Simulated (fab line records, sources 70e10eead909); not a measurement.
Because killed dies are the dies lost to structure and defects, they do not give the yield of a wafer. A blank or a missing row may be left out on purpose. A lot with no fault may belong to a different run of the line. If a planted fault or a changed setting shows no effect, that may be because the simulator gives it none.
A lot that was struck, set against a sound lot ; flow nand harc ; 21 out of 1302 route steps
Sound: these wafers, L896.1, L896.3, L896.4. The struck wafers were L909.2, L909.5, L909.6. The cause is given at the end.
At each step with rows: each side's tool, then ch and its chambers, then its first start. Under that, the readings that differ: sound wafers ; struck wafers ; difference of the means ; sigmas: that difference in standard deviations of wafers without a fault.
alike: readings whose means differ by less than 2 such deviations, and words and numbers that are the same on both sides. not compared: withheld readings, readings that some wafer has no value for, bounds like >300 that may hide the same value, and numbers for which the record gives no deviation and whose values overlap.
A row with sigmas, a row that says differs or no value, or rows on one side alone: a step with any of these is where the two part. When numbers do not overlap yet have no deviation, they are printed without sigmas and do not part them. A reading missing from all wafers of one side parts the sides only when that side holds two or more wafers.

NHARC_P_CONTACT_CMP_24: polishes, t overpolish 30 s, target thk 200 nm.
  sound on cmp-04 ch 1,2,3, day 6 09:23; struck on cmp-03 ch 1,2,3, day 12 05:24
  alike: edge zone pressure frac, motor current A, overpolish run s, slurry filter dp kPa, time to endpoint s
then, 1 step without rows for these wafers: NHARC_P_CONTACT_SRD_26.
NHARC_P_CONTACT_INSPECT_27:
  sound on defect inspect-01, day 6 09:46; struck on defect inspect-01, day 12 05:45
  alike: raw defect count
then, 8 steps without rows for these wafers: NHARC_P_M0_DEP_00 (deposits SiOC, target thk 150 nm); NHARC_P_M0_DEHYDRATE_01 (time 120 s); NHARC_P_M0_HMDS_02 (time 30 s); NHARC_P_M0_COAT_33 (time 65 s); NHARC_P_M0_COAT_03 (resist thk 90 nm); NHARC_P_M0_SOFTBAKE_04 (time 55 s); NHARC_P_M0_EBR_05; NHARC_P_M0_EXPOSE_06 (exposes mask P M0, target cd 90 nm).
NHARC_P_M0_PEB_07: peb time 65 s.
  sound on litho track-04 ch 0, day 6 10:35; struck on litho track-01 ch 0, day 12 06:27
reading;sound;struck;difference;sigmas
heater power total W (W);157.2 157.1 156.6;152.8 153.2 152.6;-4.1;-9
plate temp C (C);99.94 100.16 99.98;98.09 98.16 98.15;-1.89;-15
then, 1 step without rows for these wafers: NHARC_P_M0_DEVELOP_08 (develop time 35 s).
NHARC_P_M0_CD_MEAS_09 targets a cd of 90 nm.
  sound on cd sem-01 ch 0, day 6 10:40; struck on cd sem-03 ch 0, day 12 06:32
reading;sound;struck;difference;sigmas
cd nm (nm);91.8 91.3 90.3;82.9 82.5 82.7;-8.4;-11
NHARC_P_M0_OVL_MEAS_10: pitch 180 nm.
  sound on overlay-01, day 6 10:45; struck on overlay-02, day 12 06:37
  alike: overlay x nm, overlay y nm
NHARC_P_M0_INSPECT_11:
  sound on defect inspect-01, day 6 10:47; struck on defect inspect-02, day 12 06:39
reading;sound;struck;difference;sigmas
raw defect count;8 1 4;16 16 13;+11;+3
NHARC_P_M0_DESCUM_14: chemistry O2, time 3 s.
  sound on rie diel-13 ch 0,1,2, day 6 10:51; struck on rie diel-07 ch 0,1,2, day 12 07:23
reading;sound;struck;difference;sigmas
throttle valve pct (%);11.302 11.296 11.314;11.320 11.335 11.318;+0.020;+2
model.P_M0.cd nm (nm);92.75 91.65 90.16;83.31 81.96 82.48;-8.94;
  alike: drypump motor current A, oes product au, rf vpp V, showerhead plenum p Torr
  not compared: rf hours counter h
NHARC_P_M0_ETCH_34: etches the open film in N2/H2, target depth 40 nm, overetch 12 nm, time 43.94 s.
  sound on rie diel-13 ch 0,1,2, day 6 10:56; struck on rie diel-07 ch 1,2,3, day 12 07:35
  alike: drypump motor current A, oes product au, rf vpp V, showerhead plenum p Torr, throttle valve pct
  not compared: rf hours counter h
NHARC_P_M0_ETCH_15: etches the open film in C4F8/Ar, target depth 150 nm, overetch 15 nm, time 82.5 s.
  sound: rie diel-13 ch 0,1,2; struck: rie diel-07 ch 0,1
reading;sound;struck;difference;sigmas
oes product au (a.u.);0.936 0.919 0.911;0.965 0.958 0.971;+0.043;+2
model.P_M0.cd nm (nm);92.38 91.51 90.54;82.83 81.58 81.56;-9.49;
  alike: rf vpp V
  not compared: rf hours counter h
NHARC_P_M0_CD_MEAS_16:
  sound on cd sem-02, day 6 11:08; struck on cd sem-02, day 12 07:47
reading;sound;struck;difference;sigmas
cd nm (nm);92.3 91.2 90.4;82.8 81.5 81.2;-9.5;-9
-- jump in the record: it breaks off in module P_M0 and resumes in module END (first step shown: number 1302 of the route), and 19 days separate the struck wafers' starts before and after --
NHARC_END_SORT_01:
  here the record holds rows for the struck wafers (prober-01 ch 0, day 30 20:46) but none for the sound ones

## WHERE THEY PART
At NHARC_P_M0_PEB_07 first; at NHARC_END_SORT_01 last (within this record only).

WHY: what had been put in by the simulator
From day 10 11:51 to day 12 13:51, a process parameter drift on litho track-01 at NHARC_P_M0_PEB_07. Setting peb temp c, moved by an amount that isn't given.
